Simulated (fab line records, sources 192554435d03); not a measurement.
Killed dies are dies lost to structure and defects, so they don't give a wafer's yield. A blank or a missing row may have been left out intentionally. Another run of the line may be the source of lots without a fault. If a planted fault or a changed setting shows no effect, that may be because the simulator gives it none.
Struck lot and sound lot, side by side || flow n5 finfet || 40 out of 1938 route steps
Sound: the wafers L922.1, L922.4, L922.5. Struck: wafer L908.2 (left out: L908.3, a lot-mate that was not struck); the cause follows at the end.
Per side, at each step with rows, come the tool, then ch with its chambers, and then its first start. Under that, the readings that differ: sound wafers || struck wafers || difference of the means || sigmas: that difference in standard deviations of wafers without a fault.
alike: a reading whose means differ by less than 2 such deviations, as well as words and numbers matching on both sides. not compared: withheld readings; readings where some wafer has no value; bounds like >300 that might hide an equal value; numbers whose values overlap and for which the record gives no deviation.
The two part at a step that has a row with sigmas, a row that says differs or no value, or rows on one side only. Non-overlapping numbers with no deviation appear without sigmas and do not part them. Lack of a reading on every wafer of one side parts them only where that side has two or more wafers.

N5_BEOL_M13_ETCH_59: etches BARC in N2/H2, target depth 89 nm, overetch 26.7 nm, time 67.9 s.
  sound on rie diel-06 ch 0,3, day 17 05:28; struck on rie diel-05 ch 2, day 13 09:25
  alike: drypump motor current A, oes product au, rf vpp V, showerhead plenum p Torr, throttle valve pct
  not compared: rf hours counter h
N5_BEOL_M13_VIA_ETCH_16: etches SiOC in C4F8/O2/Ar, target depth 921.7 nm.
  sound on rie diel-06 ch 0,3, day 17 05:31; struck on rie diel-05 ch 2, day 13 09:28
  alike: drypump motor current A, oes product au, rf vpp V, showerhead plenum p Torr, throttle valve pct
then, 4 steps without rows for these wafers: N5_BEOL_M13_STRIP_63 (strips in N2/H2); N5_BEOL_M13_STRIP_64 (strips in N2/H2); N5_BEOL_M13_STRIP_71 (strips in post etch residue remover, time 60 s); N5_BEOL_M13_SRD_72 (time 30 s, dry time 30 s).
N5_BEOL_M13_CD_MEAS_17: target cd 190 nm.
  sound on cd sem-03, day 17 05:57; struck on cd sem-01, day 13 09:55
{"reading": "cd nm (nm)", "sound": "189.4 190.4 189.4", "struck": 185.4, "difference": -4.3, "sigmas": -3}
then, 5 steps without rows for these wafers: N5_BEOL_M13_COAT_65 (time 60 s, resist thk 350 nm); N5_BEOL_M13_COAT_66 (time 60 s, resist thk 110 nm); N5_BEOL_M13_COAT_22 (resist thk 300 nm); N5_BEOL_M13_EBR_24; N5_BEOL_M13_SOFTBAKE_23 (time 60 s).
N5_BEOL_M13_EXPOSE_25: exposes mask M13, target cd 210 nm.
  sound on krf scanner-02 ch 0, day 17 06:14; struck on krf scanner-01 ch 0, day 13 10:12
  alike: mask
then, 3 steps without rows for these wafers: N5_BEOL_M13_PEB_26 (peb time 90 s); N5_BEOL_M13_DEVELOP_27 (develop time 45 s); N5_BEOL_M13_HARDBAKE_32 (time 120 s).
N5_BEOL_M13_CD_MEAS_28: target cd 209.5 nm.
  sound on cd sem-01 ch 0, day 17 06:24; struck on cd sem-01 ch 0, day 13 10:22
{"reading": "cd nm (nm)", "sound": "210.5 210.0 210.7", "struck": 248.3, "difference": "+37.9", "sigmas": "+38"}
N5_BEOL_M13_OVL_MEAS_29:
  sound on overlay-01 ch 0, day 17 06:26; struck on overlay-01 ch 0, day 13 10:23
{"reading": "M13_OVL (nm)", "sound": "0 12 3", "struck": -10, "difference": -15, "sigmas": -3}
N5_BEOL_M13_INSPECT_30: inspects for defects (macro).
  sound on defect inspect-01, day 17 06:28; struck on defect inspect-01, day 13 10:25
{"reading": "raw defect count", "sound": "5 2 2", "struck": 0, "difference": -3, "sigmas": -2}
N5_BEOL_M13_DESCUM_33: chemistry O2, time 7.9 s.
  sound on rie diel-06 ch 1,2,3, day 17 06:29; struck on rie diel-06 ch 0, day 13 10:27
{"reading": "model.BEOL_M13.cd nm (nm)", "sound": "210.4 210.2 210.8", "struck": 248.4, "difference": "+37.9", "sigmas": ""}
  alike: drypump motor current A, oes product au, rf vpp V, showerhead plenum p Torr, throttle valve pct
  not compared: rf hours counter h
N5_BEOL_M13_ETCH_67: etches SiARC in CF4, target depth 143 nm, time 238.3 s.
  sound on rie diel-06 ch 1,2,3, day 17 06:32; struck on rie diel-06 ch 0, day 13 10:29
  alike: drypump motor current A, etch rf on time s, oes product au, rf vpp V, showerhead plenum p Torr, throttle valve pct
  not compared: rf hours counter h
N5_BEOL_M13_ETCH_68: etches SOC in N2/H2, time 355 s.
  sound on rie diel-06 ch 1,2,3, day 17 06:40; struck on rie diel-06 ch 0, day 13 10:38
  alike: drypump motor current A, oes product au, rf vpp V, showerhead plenum p Torr, throttle valve pct
  not compared: rf hours counter h
then, 4 steps without rows for these wafers: N5_BEOL_M13_STRIP_69 (strips in N2/H2); N5_BEOL_M13_TRENCH_ETCH_34 (etches SiOC in C4F8/O2/Ar, target depth 413.47 nm, time 162.6 s); N5_BEOL_M13_STRIP_70 (strips in C4F8/O2/Ar); N5_BEOL_M13_STRIP_37 (strips in N2/H2).
N5_BEOL_M13_ETCH_38: etches SiCN in CF4/N2, target depth 67.5 nm, time 71.9 s.
  sound on rie diel-05 ch 1,2, day 17 14:45; struck on rie diel-06 ch 2, day 13 14:40
{"reading": "model.BEOL_M13.cd nm (nm)", "sound": "211.6 210 209", "struck": 247.6, "difference": "+37.4", "sigmas": ""}
  alike: drypump motor current A, oes product au, rf vpp V, showerhead plenum p Torr, throttle valve pct
  not compared: rf hours counter h
then, 3 steps without rows for these wafers: N5_BEOL_M13_PRECLEAN_39 (cleans in residue remover, time 60 s); N5_BEOL_M13_SRD_40 (time 30 s, dry time 30 s); N5_BEOL_M13_DEGAS_41 (time 60 s).
N5_BEOL_M13_PRE_CLEAN_42: time 30 s.
  sound on pvd sputter-03, day 17 15:16; struck on pvd sputter-01, day 13 15:07
  alike: heater power w
then, 8 steps without rows for these wafers: N5_BEOL_M13_SPUTTER_43 (material TaN, target thk 15 nm, time 24.19 s); N5_BEOL_M13_SPUTTER_44 (material Ta, target thk 10 nm, time 16.13 s); N5_BEOL_M13_SPUTTER_45 (material Cu, target thk 80 nm, time 13.33 s); N5_BEOL_M13_ECD_47 (material Cu, target thk 936 nm); N5_BEOL_M13_ANNEAL_48 (time 90 s); N5_BEOL_M13_CMP_49 (polishes, stops on SiOC, t overpolish 17.1 s, target thk 420 nm); N5_BEOL_M13_PRE_CLEAN_52 (time 15 s); N5_BEOL_M13_DEP_53 (deposits SiCN from 3MS/NH3, target thk 50 nm, time 17.8 s).
N5_BEOL_M15_RC_MEAS_101:
  sound on prober-01 ch 0, day 18 03:38; struck on prober-02 ch 0, day 14 02:34
{"reading": "SERP_M13 (ohm/um)", "sound": "0.301 0.309 0.316", "struck": 0.243, "difference": -0.066, "sigmas": -11}
{"reading": "SERP_M13_max_site (ohm/um)", "sound": "0.304 0.312 0.320", "struck": 0.246, "difference": -0.066, "sigmas": -11}
{"reading": "SERP_M9 (ohm/um)", "sound": "2.92 3.15 3.11", "struck": 2.92, "difference": -0.14, "sigmas": -2}
  alike: COMB_M10, COMB_M10_max_site, COMB_M11, COMB_M12, COMB_M12_max_site, COMB_M14, COMB_M15, COMB_M5, COMB_M6, COMB_M7, COMB_M7_max_site, COMB_M8, COMB_M9, COMB_M9_max_site, SERP_M10, SERP_M11, SERP_M12, SERP_M12_max_site, SERP_M14, SERP_M5, SERP_M6, SERP_M7, SERP_M8

## WHERE THEY PART
Earliest at N5_BEOL_M13_CD_MEAS_17; latest, in this record, at N5_BEOL_M15_RC_MEAS_101.

WHY: what the simulator had put in
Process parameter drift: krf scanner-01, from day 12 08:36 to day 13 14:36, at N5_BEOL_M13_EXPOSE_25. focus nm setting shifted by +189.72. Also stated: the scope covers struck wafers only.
